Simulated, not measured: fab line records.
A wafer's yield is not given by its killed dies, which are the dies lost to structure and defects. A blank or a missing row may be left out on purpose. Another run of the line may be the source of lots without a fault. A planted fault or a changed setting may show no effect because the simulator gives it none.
fab line records | flow n5_finfet | part 2 of 2: steps 5 to 6 of 6
record: lots: 22 wafers: 66 last_day: 18
route steps=1938 shown DUMMY_REMOVAL@378 HKMG_FIN@389 GATE_CUT@465
lots untouched by any fault: they come from a run of this same line in which no faults occurred
start_h: hours from the record's first day to the start of the lot's first wafer shown | wait_h: time in hours since the lot's previous step | " unchanged from the row above | L1.1+2: a row that stands for several wafers | - either no value or no given start | * or withheld: withheld | < > ~ a bound
route shown NAME@n: NAME is a module with steps in the file, n the number in the route of the first one | usual: average and standard deviation across the fault-free wafers | same: alike in all rows | chamber/n: place in a boat | sites: each site's reading | _std_site: standard deviation across them | _edge_site: inner sites' mean taken away from outer sites' mean | radius_mm: how far each site lies from the wafer's centre | mask NAME#n: copy n | behind: the tool/chamber that last shaped the wafer | hold: why the lot was held/for how many hours/how that ended | device: which transistor (n, p or np) failed to switch | end of line: the tests these same wafers got at the end of their route | for a step that has no rows: nothing shown but its recipe | killed: count of dies lost to structure and defects at first sort (not the wafer's yield) | map: dies across one wafer; x = killed, . = not, _ = none there
set.NAME: the setting as run; set.NAME@STEP: as run at that earlier step | model.NAME: the simulator's own value behind a step, which no gauge read
a sample of lots followed through the steps of the route, with each step as a table and each wafer as a row
services: a tool's chamber out of use, with start hour (start_h, from the record's first day; less than 0 if before it), hours out, and reason
== steps ==
step: N5_GATE_CUT_ETCHBACK_00
recipe: chemistry: SF6/Cl2 target: W pressure_mtorr: 8 icp_w: 900 bias_w: 80 SF6_flow_sccm: 40 Cl2_flow_sccm: 60
usual: chamber_pressure_mTorr: 8.000/0.0069 drypump_motor_current_A: 5.6/0.36 oes_product_au: 0.80/0.11 throttle_valve_pct: 27.4/0.31
columns lot.wafer tool chamber start_h wait_h chamber_pressure_mTorr drypump_motor_current_A oes_product_au rf_hours_counter_h throttle_valve_pct
L074.1 rie_metal-03 0 80.93 0.0 7.996 5.3 0.73 58 27.4
L074.4 " 1 " " 8.001 5.6 0.76 - 26.9
L074.5 " 0 " " 7.996 5.3 0.72 - 27.4
L075.3 rie_metal-03 0 88.54 0.1 8.010 5.3 0.72 - 27.4
L075.4 " 1 " " 8.003 5.6 0.76 - 26.9
L075.6 " 1 " " 8.006 5.6 0.75 - 26.9
L076.2 rie_metal-01 1 94.22 0.1 7.988 5.7 0.96 - 27.3
L076.3 " 1 " " 8.001 5.7 0.97 - 27.3
L076.5 " 1 " " 8.012 5.7 0.97 - 27.3
L077.2 rie_metal-01 1 99.20 0.1 8.009 5.7 0.95 - 27.3
L077.3 " 1 " " 8.002 5.7 0.95 - 27.3
L077.5 " 1 " " 8.000 5.7 0.95 - 27.3
L078.1 rie_metal-03 1 103.48 0.0 8.005 5.6 0.75 58 26.9
L078.2 " 0 " " 8.010 5.3 0.71 63 27.4
L078.6 " 1 " " 7.995 5.6 0.75 - 26.9
L080.2 rie_metal-02 1 118.21 0.0 8.002 6.5 0.59 137 28.0
L080.3 " 0 " " 8.006 5.5 0.86 - 27.8
L080.5 " 0 " " 8.010 5.6 0.87 - 27.8
L081.2 rie_metal-03 0 124.10 0.0 8.002 5.3 0.71 64 27.4
L081.5 " 1 " " 7.994 5.6 0.75 - 26.9
L081.6 " 0 " " 7.999 5.3 0.72 - 27.4
L082.1 rie_metal-03 1 131.18 0.0 8.002 5.6 0.74 60 26.9
L082.2 " 0 " " 7.999 5.3 0.71 65 27.4
L082.3 " 1 " " 7.995 5.6 0.74 - 26.9
L083.4 rie_metal-02 1 139.90 0.1 8.002 6.5 0.59 - 27.9
L083.5 " 1 " " 7.996 6.5 0.59 - 28.0
L083.6 " 0 " " 8.011 5.6 0.85 - 27.8
L084.2 rie_metal-03 1 141.49 0.0 8.004 5.6 0.73 61 26.9
L084.3 " 0 " " 7.998 5.3 0.71 - 27.4
L084.4 " 1 " " 8.000 5.6 0.74 - 26.9
L085.4 rie_metal-01 1 146.77 0.1 8.014 5.7 0.92 - 27.3
L085.5 " 0 " " 7.997 5.0 0.94 - 27.6
L085.6 " 1 " " 7.992 5.7 0.91 - 27.3
L086.2 rie_metal-03 0 151.02 0.0 7.991 5.3 0.71 67 27.4
L086.4 " 0 " " 8.001 5.3 0.71 - 27.4
L086.5 " 1 " " 7.999 5.6 0.74 - 26.9
L087.2 rie_metal-02 0 158.26 0.1 8.003 5.6 0.84 - 27.8
L087.3 " 0 " " 7.995 5.6 0.85 - 27.8
L087.6 " 0 " " 7.994 5.6 0.86 - 27.8
L088.1 rie_metal-03 0 165.84 0.0 7.990 5.3 0.69 69 27.4
L088.3 " 1 " " 8.013 5.6 0.73 - 26.9
L088.4 " 0 " " 8.013 5.3 0.70 - 27.4
L090.3 rie_metal-03 1 174.83 0.1 7.993 5.6 0.74 - 26.9
L090.4 " 0 " " 7.993 5.3 0.70 - 27.4
L090.6 " 1 " " 8.003 5.6 0.73 - 26.9
L092.1 rie_metal-02 1 187.60 0.0 7.997 6.6 1.00 1 27.5
L092.4 " 1 " " 8.004 6.5 1.00 - 27.5
L092.6 " 1 " " 7.997 6.6 0.99 - 27.5
L091.2 rie_metal-03 0 189.66 0.0 7.998 5.3 0.71 70 27.4
L091.4 " 1 " " 7.998 5.6 0.72 - 26.9
L091.5 " 0 " " 8.001 5.3 0.70 - 27.5
L093.1 rie_metal-01 1 193.49 0.0 7.999 5.7 0.89 11 27.3
L093.2 " 0 " " 8.013 5.0 0.90 8 27.6
L093.6 " 0 " " 8.000 5.0 0.91 - 27.6
L094.2 rie_metal-03 1 199.00 0.0 8.006 5.6 0.72 66 26.9
L094.3 " 1 " " 7.998 5.6 0.73 - 26.9
L094.6 " 1 " " 7.998 5.6 0.72 - 26.9
L095.1 rie_metal-01 0 207.14 0.0 8.002 5.0 0.90 9 27.6
L095.3 " 0 " " 8.005 5.0 0.90 - 27.6
L095.5 " 0 " " 7.997 5.0 0.90 - 27.6
L096.1 rie_metal-02 0 218.46 0.0 8.000 5.6 0.84 31 27.8
L096.2 " 1 " " 7.997 6.5 0.96 3 27.5
L096.5 " 1 " " 8.009 6.5 0.96 - 27.5
L097.1 rie_metal-01 0 221.02 0.0 7.997 5.0 0.89 10 27.6
L097.2 " 1 " " 7.988 5.7 0.88 13 27.3
L097.4 " 1 " " 7.996 5.7 0.88 - 27.4
step: N5_GATE_CUT_STRIP_59
recipe: chemistry: N2/H2 time_s: 20 power_w: 100 temp_c: 40 pressure_mtorr: 100 rf_frequency_hz: 6e+07 bias_power_w: 3 n2_flow_sccm: 300 h2_flow_sccm: 300
usual: chamber_pressure_mTorr: 100.00/0.088 drypump_motor_current_A: 5.7/0.31 n2_flow_sccm: 300.0/0.86 oes_product_au: 0.79/0.064 rf_vpp_V: 45.3/0.91 showerhead_plenum_p_Torr: 3.38/0.1 throttle_valve_pct: 12.19/0.24
columns lot.wafer tool chamber start_h wait_h chamber_pressure_mTorr drypump_motor_current_A n2_flow_sccm oes_product_au rf_hours_counter_h rf_vpp_V showerhead_plenum_p_Torr throttle_valve_pct
L074.1 rie_diel-01 2 81.32 0.1 99.85 6.4 299.2 0.76 147 45.1 3.50 12.22
L074.4 " 1 " " 100.11 5.9 299.7 0.74 164 43.5 3.27 12.50
L074.5 " 1 " " 100.03 5.9 299.1 0.74 - 45.1 3.27 12.53
L075.3 rie_diel-04 0 88.90 0.1 100.14 5.7 301.7 0.84 78 47.0 3.39 12.00
L075.4 " 3 " " 99.87 5.0 299.0 0.81 95 44.5 3.41 11.87
L075.6 " 2 " " 100.02 6.0 299.5 0.72 - 45.0 3.24 12.44
L076.2 rie_diel-01 1 94.84 0.1 100.14 5.9 299.7 0.75 169 46.3 3.26 12.55
L076.3 " 2 " " 99.97 6.4 300.0 0.76 151 45.6 3.50 12.20
L076.5 " 3 " " 100.08 5.7 300.5 0.79 - 44.1 3.26 12.27
L077.2 rie_diel-04 1 99.93 0.1 99.91 5.7 300.6 0.92 36 44.9 3.29 11.79
L077.3 " 0 " " 100.11 5.7 299.2 0.83 81 45.2 3.38 12.02
L077.5 " 0 " " 99.88 5.7 299.1 0.83 - 45.7 3.38 12.01
L078.1 rie_diel-03 2 103.97 0.1 100.11 5.7 300.1 0.79 123 46.7 3.51 12.34
L078.2 " 3 " " 99.92 5.9 300.2 0.72 191 47.4 3.37 12.42
L078.6 " 0 " " 100.04 5.7 299.2 0.93 - 46.7 3.58 12.15
L080.2 rie_diel-04 2 118.61 0.1 99.87 6.0 301.2 0.73 200 46.4 3.24 12.48
L080.3 " 3 " " 99.95 5.0 299.8 0.80 105 43.2 3.41 11.91
L080.5 " 0 " " 99.97 5.8 300.3 0.83 - 45.3 3.38 12.03
L081.2 rie_diel-04 2 124.50 0.1 99.87 6.0 301.2 0.72 202 43.9 3.24 12.48
L081.5 " 1 " " 100.00 5.7 299.8 0.90 - 45.9 3.29 11.82
L081.6 " 0 " " 100.15 5.7 299.6 0.83 - 44.8 3.38 12.02
L082.1 rie_diel-04 1 131.57 0.1 99.99 5.7 299.9 0.89 47 44.7 3.28 11.83
L082.2 " 3 " " 99.84 5.1 299.9 0.79 109 45.1 3.41 11.91
L082.3 " 2 " " 100.15 6.1 300.0 0.72 204 44.2 3.23 12.48
L083.4 rie_diel-03 3 140.25 0.1 99.87 5.9 301.6 0.71 203 45.5 3.36 12.47
L083.5 " 3 " " 99.90 5.9 298.5 0.71 - 44.6 3.36 12.47
L083.6 " 2 " " 99.85 5.7 298.5 0.76 - 46.4 3.50 12.36
L084.2 rie_diel-03 1 141.88 0.1 100.08 5.3 300.2 0.82 94 44.0 3.39 11.96
L084.3 " 0 " " 100.01 5.8 299.0 0.90 32 44.6 3.57 12.18
L084.4 " 3 " " 99.94 5.9 301.0 0.71 203 44.2 3.36 12.47
L085.4 rie_diel-01 2 147.13 0.1 99.97 6.4 300.2 0.74 167 45.5 3.49 12.24
L085.5 " 2 " " 100.10 6.4 299.7 0.74 - 46.1 3.49 12.26
L085.6 " 1 " " 99.95 5.9 297.7 0.73 - 43.9 3.26 12.59
L086.2 rie_diel-01 3 151.41 0.1 99.73 5.7 300.7 0.77 131 45.1 3.25 12.34
L086.4 " 1 " " 99.98 5.9 298.4 0.73 185 46.0 3.26 12.58
L086.5 " 2 " " 99.86 6.3 299.9 0.74 - 45.8 3.49 12.24
L087.2 rie_diel-01 0 158.88 0.1 99.89 5.8 300.2 0.85 45 44.7 3.45 11.93
L087.3 " 1 " " 100.12 5.9 300.5 0.73 187 45.3 3.25 12.59
L087.6 " 3 " " 100.00 5.7 299.6 0.78 - 44.4 3.25 12.32
L088.1 rie_diel-01 3 166.23 0.1 99.90 5.7 299.0 0.77 135 44.8 3.25 12.34
L088.3 " 1 " " 100.16 5.9 300.6 0.73 189 43.8 3.25 12.60
L088.4 " 0 " " 99.96 5.8 299.1 0.85 47 46.4 3.44 11.96
L090.3 rie_diel-03 0 175.18 0.1 100.11 5.8 300.4 0.87 43 46.0 3.57 12.19
L090.4 " 3 " " 99.75 6.0 300.5 0.70 215 44.3 3.36 12.49
L090.6 " 3 " " 99.91 6.0 302.3 0.71 - 46.9 3.35 12.48
L092.1 rie_diel-01 1 187.99 0.1 99.94 5.9 299.5 0.73 195 44.8 3.25 12.61
L092.4 " 3 " " 100.02 5.7 300.2 0.77 142 44.2 3.24 12.34
L092.6 " 3 " " 100.07 5.7 301.7 0.77 - 46.8 3.24 12.34
L091.2 rie_diel-03 3 190.20 0.1 99.92 5.9 300.1 0.70 219 46.1 3.35 12.50
L091.4 " 2 " " 100.08 5.7 300.3 0.75 150 45.7 3.49 12.43
L091.5 " 1 " " 100.02 5.4 298.9 0.81 - 46.1 3.38 11.99
L093.1 rie_diel-04 0 193.88 0.1 100.12 5.7 299.8 0.80 108 46.7 3.37 12.08
L093.2 " 3 " " 100.10 5.0 299.4 0.77 125 44.5 3.40 11.95
L093.6 " 2 " " 99.92 6.1 300.0 0.70 - 45.9 3.23 12.54
L094.2 rie_diel-04 0 199.39 0.1 100.14 5.7 301.5 0.80 109 45.8 3.37 12.08
L094.3 " 1 " " 99.97 5.7 300.6 0.87 66 45.6 3.28 11.89
L094.6 " 2 " " 100.04 6.1 300.0 0.70 - 45.4 3.23 12.53
L095.1 rie_diel-03 0 207.53 0.1 99.94 5.8 299.4 0.86 52 46.1 3.56 12.25
L095.3 " 3 " " 99.94 5.9 300.0 0.70 224 45.5 3.35 12.52
L095.5 " 3 " " 100.03 5.9 300.0 0.70 - 46.3 3.35 12.51
L096.1 rie_diel-03 1 218.85 0.1 99.98 5.4 300.9 0.81 116 46.2 3.38 12.01
L096.2 " 3 " " 99.87 5.9 299.5 0.70 226 44.4 3.35 12.51
L096.5 " 0 " " 100.09 5.8 301.2 0.86 - 44.8 3.56 12.25
L097.1 rie_diel-03 3 221.41 0.1 99.93 5.9 299.1 0.69 227 44.9 3.35 12.51
L097.2 " 1 " " 99.89 5.4 299.6 0.80 117 44.1 3.38 12.01
L097.4 " 0 " " 100.02 5.8 300.7 0.86 56 47.1 3.56 12.24
== services ==
columns tool chamber start_h hours kind
cmp-01 - 50.80 0.6 repair
cmp-01 - 51.57 0.8 repair
ald_metal-03 - 60.05 0.3 repair
ald_metal-02 - 60.06 0.9 repair
rie_diel-04 3 63.58 3.9 repair
ald_hk-02 - 63.88 26.4 repair
ald_metal-03 3 72.41 25.3 repair
cmp-01 - 74.26 4.0 pm
rie_diel-01 3 74.90 5.1 repair
ald_hk-03 - 77.32 0.9 repair
ald_metal-03 - 99.22 0.8 repair
ald_metal-03 - 105.92 14.6 pm
ald_metal-02 1 110.16 20.2 repair
ald_hk-03 - 124.95 1.5 repair
ald_hk-03 - 127.23 1.3 repair
ald_hk-02 - 130.79 8.7 pm
ald_hk-02 - 142.67 6.6 repair
rie_diel-04 - 146.76 2.8 pm
ald_metal-03 - 156.72 0.3 repair
rie_diel-04 2 163.49 3.9 repair
ald_hk-03 - 197.26 1.2 pm
cmp-01 - 197.28 2.3 repair
ald_metal-02 - 198.18 6.0 pm
rie_diel-01 - 207.15 2.3 repair
